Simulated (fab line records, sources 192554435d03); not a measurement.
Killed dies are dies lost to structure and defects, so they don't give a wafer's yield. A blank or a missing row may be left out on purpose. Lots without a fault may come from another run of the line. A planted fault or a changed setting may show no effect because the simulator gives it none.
Split-lot experiment | flow n5_finfet | 7 lots, 21 wafers read, on a route of 1938 steps

THE SPLIT
At N5_BEOL_M1_COAT_05 (resist thk 30 nm), the setting spin_rpm was moved away from the recipe's 1500 rpm on 6 of the 21 wafers read, by -9.5% to +9.3%. The other wafers ran this setting at the recipe's value.

FROM THE SPLIT TO THE READING: what the file shows between them, 2 steps
- N5_BEOL_M1_EBR_07
- N5_BEOL_M1_SOFTBAKE_06: time 60 s

THE READING
CAR-EUV_of_BEOL_M1_COAT_05.thk_nm (the simulator's own value, which no gauge read), in nm, at N5_BEOL_M1_DESCUM_16 (chemistry O2, time 7 s). The file gives no usual value for it. The 15 wafers here that ran the recipe average 26.0 nm, standard deviation 0.08 nm.

wafer  | tool, chamber at the split | spin_rpm as run, rpm | against the recipe | CAR-EUV_of_BEOL_M1_COAT_05.thk_nm, nm | against lot-mates on the recipe
L076.1 | litho_track-02, 0          | 1500                 | recipe             | 26                                    | -
L076.2 | litho_track-02, 0          | 1500                 | recipe             | 26                                    | -
L076.5 | litho_track-02, 0          | 1500                 | recipe             | 26                                    | -
L080.3 | litho_track-02, 0          | 1358                 | -9.5%              | 27.6                                  | +1.6
L080.5 | litho_track-02, 0          | 1500                 | recipe             | 26                                    | -
L080.6 | litho_track-02, 0          | 1500                 | recipe             | 26                                    | -
L088.2 | litho_track-04, 0          | 1500                 | recipe             | 26                                    | -
L088.5 | litho_track-04, 0          | 1605                 | +7.0%              | 25                                    | -1.0
L088.6 | litho_track-04, 0          | 1605                 | +7.0%              | 25                                    | -1.0
L089.2 | litho_track-05, 0          | 1500                 | recipe             | 26                                    | -
L089.5 | litho_track-05, 0          | 1500                 | recipe             | 26                                    | -
L089.6 | litho_track-05, 0          | 1500                 | recipe             | 26                                    | -
L092.1 | litho_track-02, 0          | 1500                 | recipe             | 26                                    | -
L092.3 | litho_track-02, 0          | 1500                 | recipe             | 26                                    | -
L092.4 | litho_track-02, 0          | 1500                 | recipe             | 26                                    | -
L095.1 | litho_track-04, 0          | 1500                 | recipe             | 26.2                                  | -
L095.4 | litho_track-04, 0          | 1500                 | recipe             | 26.2                                  | -
L095.6 | litho_track-04, 0          | 1395                 | -7.0%              | 27.2                                  | +1.0
L097.2 | litho_track-04, 0          | 1640                 | +9.3%              | 25                                    | -1.2
L097.3 | litho_track-04, 0          | 1640                 | +9.3%              | 25                                    | -1.2
L097.6 | litho_track-04, 0          | 1500                 | recipe             | 26.2                                  | -

THE FIT
A straight line over all 21 wafers: CAR-EUV_of_BEOL_M1_COAT_05.thk_nm changes by -0.14 nm for each +1% of spin_rpm; r = -0.98; the points scatter about the line by 0.13 nm.
The same after taking each lot's own level away (the mean of its wafers on the recipe; 21 wafers): -0.143 nm for each +1%; r = -0.99; scatter 0.067 nm.
On that fit, the largest move of spin_rpm shifts the reading by 1.4 nm.
The lots' own levels span 26.00 to 26.20 nm, that is 2.5 times the standard deviation above.
So the lot-to-lot level changes the slope little: the two slopes agree.
Check: with one of the wafers moved furthest among these (-9.5%) left out of the fit, the line predicts +1.29 nm for it against its lot-mates. It came out at +1.6 nm against them.

OTHER SPLITS ON THESE WAFERS
These wafers also went through other splits before the reading. Each is held against what the fit with the lots' levels taken away leaves over:
other split on the same wafers        | wafers away from the commonest value | r with CAR-EUV_of_BEOL_M1_COAT_05.thk_nm (lot level and that fit taken away)
N5_BEOL_M0_SAQP_EXPOSE_37 dose_mj     | 8                                    | +0.08
N5_BEOL_M0_SAQP_ETCH_73 cf4_flow_sccm | 7                                    | -0.33

THE WHOLE CHAIN: every reading that the file lists as answering this split, in the file's order
step                 | what it does           | reading                                                                            | change (the file's fit)               | r (the file's)
N5_BEOL_M1_COAT_05   | resist thk 30 nm       | CAR-EUV_of_BEOL_M1_COAT_05.thk_nm (the simulator's own value, which no gauge read) | -0.158 nm for each +1% of the setting | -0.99
N5_BEOL_M1_DESCUM_16 | chemistry O2, time 7 s | CAR-EUV_of_BEOL_M1_COAT_05.thk_nm (the simulator's own value, which no gauge read) | -0.147 nm for each +1% of the setting | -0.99

THE FILE'S OWN FIT
CAR-EUV_of_BEOL_M1_COAT_05.thk_nm changes by -0.147 nm for each +1% of spin_rpm, r = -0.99.
